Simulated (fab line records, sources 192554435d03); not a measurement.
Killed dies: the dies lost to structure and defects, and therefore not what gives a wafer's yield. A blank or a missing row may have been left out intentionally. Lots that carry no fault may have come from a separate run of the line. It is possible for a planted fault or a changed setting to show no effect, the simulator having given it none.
A lot that was struck, set against a sound lot | flow n5-finfet | 14 steps out of a route of 1938
Sound: these wafers, L816.1, L816.4, L816.5. The struck wafers were L821.2, L821.3, L821.6. At the end, the cause is stated.
At each step with rows: each side's tool, then ch and its chambers, then its first start. Under that, the readings that differ: sound wafers | struck wafers | difference of the means | sigmas: that difference in standard deviations of wafers without a fault.
alike: same words and numbers on both sides, and readings whose means sit less than 2 such deviations apart. not compared: any withheld reading, any reading some wafer has no value for, any bound like >300 that may hide the same value, and any number with overlapping values for which the record gives no deviation.
A row with sigmas, a row that says differs or no value, or rows on one side alone: a step with any of these is where the two part. Non-overlapping numbers with no deviation appear without sigmas and do not part them. Lack of a reading on every wafer of one side parts them only where that side has two or more wafers.

first, 2 steps without rows for these wafers: N5_DUMMY_GATE_SRD_26 (time 30 s); N5_DUMMY_GATE_UV_OZONE_45 (time 120 s).
N5_DUMMY_GATE_INSPECT_27: inspects for defects (brightfield).
  sound: defect-inspect-01 at day 4 11:19; struck: defect-inspect-01 at day 6 00:46
  alike: raw-defect-count
N5_SPACER0_ALD_07: deposits SiNx, target thk 2 nm.
  sound on ald-sin-03 ch 0,2,3, day 4 11:21; struck on ald-sin-02 ch 1,2, day 6 00:53
  alike: heater-power-w
N5_SPACER0_ALD_00: deposits SiOCN, target thk 3.5 nm, pulse time 3 s, purge time 2 s.
  sound on ald-sin-03 ch 0,2,3, day 4 11:30; struck on ald-sin-02 ch 1,2, day 6 01:02
  alike: heater-power-w, precursor-pulse-height-rel
N5_SPACER0_ALD_08: deposits SiNx, target thk 2 nm.
  sound on ald-sin-03 ch 0,2,3, day 4 11:46; struck on ald-sin-02 ch 1,2, day 6 01:18
  alike: heater-power-w
N5_SPACER0_INSPECT_04: inspects for defects (darkfield).
  sound: defect-inspect-01 at day 4 11:55; struck: defect-inspect-02 at day 6 01:27
  alike: raw-defect-count
then, 5 steps without rows for these wafers: N5_SD_EPI_N_COAT_32 (time 60 s, resist thk 350 nm); N5_SD_EPI_N_COAT_33 (time 60 s, resist thk 35 nm); N5_SD_EPI_N_COAT_03 (resist thk 150 nm); N5_SD_EPI_N_EBR_05; N5_SD_EPI_N_SOFTBAKE_04 (time 60 s).
N5_SD_EPI_N_EXPOSE_06: exposes mask SD N BLK, target cd 120 nm.
  sound on arfi-scanner-01 ch 0, day 4 12:11; struck on arfi-scanner-03, day 6 01:44
  no value came back on the struck wafers for exposure-dose-mJ-cm2, focus-offset-nm (nm), reticle-temp-C (C); on the sound wafers exposure-dose-mJ-cm2 reads 39.74 39.70 39.76
  alike: mask
then, 1 step without rows for these wafers: N5_SD_EPI_N_PEB_07 (peb time 60 s).

WHERE THEY PART
Only at N5_SD_EPI_N_EXPOSE_06, as far as this record shows.

WHY: the cause the simulator had injected
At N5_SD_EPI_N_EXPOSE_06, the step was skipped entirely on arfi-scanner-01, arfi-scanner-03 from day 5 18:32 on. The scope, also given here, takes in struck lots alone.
